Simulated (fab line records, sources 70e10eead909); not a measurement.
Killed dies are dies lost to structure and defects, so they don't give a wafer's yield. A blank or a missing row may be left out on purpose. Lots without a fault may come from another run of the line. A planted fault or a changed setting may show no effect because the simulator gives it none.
Problem report in the 8D (eight disciplines) form, filled by code | flow nand_harc | the parts of the form that need people (team, actions taken, sign-off) are left out

1. THE PROBLEM
run_length_s at NHARC_A_WL_FILL_ETCHBACK_04 reads a mean of 97.8 s on 3 wafers of 2 lots; wafers without a fault read 141.0 s with a standard deviation of 0.34. That is -99 or more standard deviations from the usual mean.
The step: etches the open film in NF3, target depth 60 nm, time 120 s.
First seen on wafer L997.5, day 16 02:46, on rie_metal-02. The record holds 33 wafers of 11 lots with a number at this step. Rule for "out", or "out of limits": more than 4 standard deviations from the usual mean. The other wafers with a number count as sound.

2. WHAT IT IS AND WHAT IT IS NOT
question                    | is                     | is not
which readings at this step | run_length_s           | drypump_motor_current_A, oes_product_au
which lots                  | L100, L997             | L102, L103, L106, L109, L111, L112, L113, L114, L991
which wafers of those lots  | L100.5, L100.6, L997.5 | L100.1, L997.1, L997.3
read on which tools         | rie_metal-02           | rie_metal-01, rie_metal-03
when                        | from day 16 02:46      | up to then (5 sound wafers); but 25 sound wafers of L100, L102, L103, L106, L109, L111, L112, L113, L114 came after

3. SUSPECTS, AND WHAT RULES EACH OUT
Counting: a tool at a process step up to the reading stays a suspect if it ran every lot that is out. Sound lots after the first of them don't rule it out here, since some wafers of a struck lot are sound.
- rie_metal-02 at NHARC_A_WL_FILL_ETCHBACK_04 (etches the open film in NF3, target depth 60 nm, time 120 s): kept. It ran every lot that is out, first L997 (day 16 02:46). Its own readings are out on those wafers: run_length_s.
Left after counting: rie_metal-02 at NHARC_A_WL_FILL_ETCHBACK_04.

4. THE CAUSE (what the simulator had put in)
Process parameter drift: rie_metal-02, from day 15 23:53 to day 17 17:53, at NHARC_A_WL_FILL_ETCHBACK_04. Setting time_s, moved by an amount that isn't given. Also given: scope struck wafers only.
Counting left only this tool.

5. THE CHAIN OF EFFECTS, in route order
Each row: a reading whose mean over the struck wafers that have a number lies more than 3 standard deviations from the usual. Only readings for which the record gives a usual standard deviation are gone through. hours: the time from each lot's start at the first step in this table that gives one to its start at this step, as a median over the lots. sigmas: the change in usual standard deviations.
hours | step                        | reading      | usual   | on struck wafers | change | sigmas
0     | NHARC_A_WL_FILL_ETCHBACK_04 | run_length_s | 141.0 s | 97.8             | -43.2  | -99 or more
The process steps in it:
- NHARC_A_WL_FILL_ETCHBACK_04: etches the open film in NF3, target depth 60 nm, time 120 s.

6. WHAT WOULD HAVE CAUGHT IT SOONER
In this record the first reading out of limits was taken at day 16 02:46, 3 hours after the fault began at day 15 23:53.
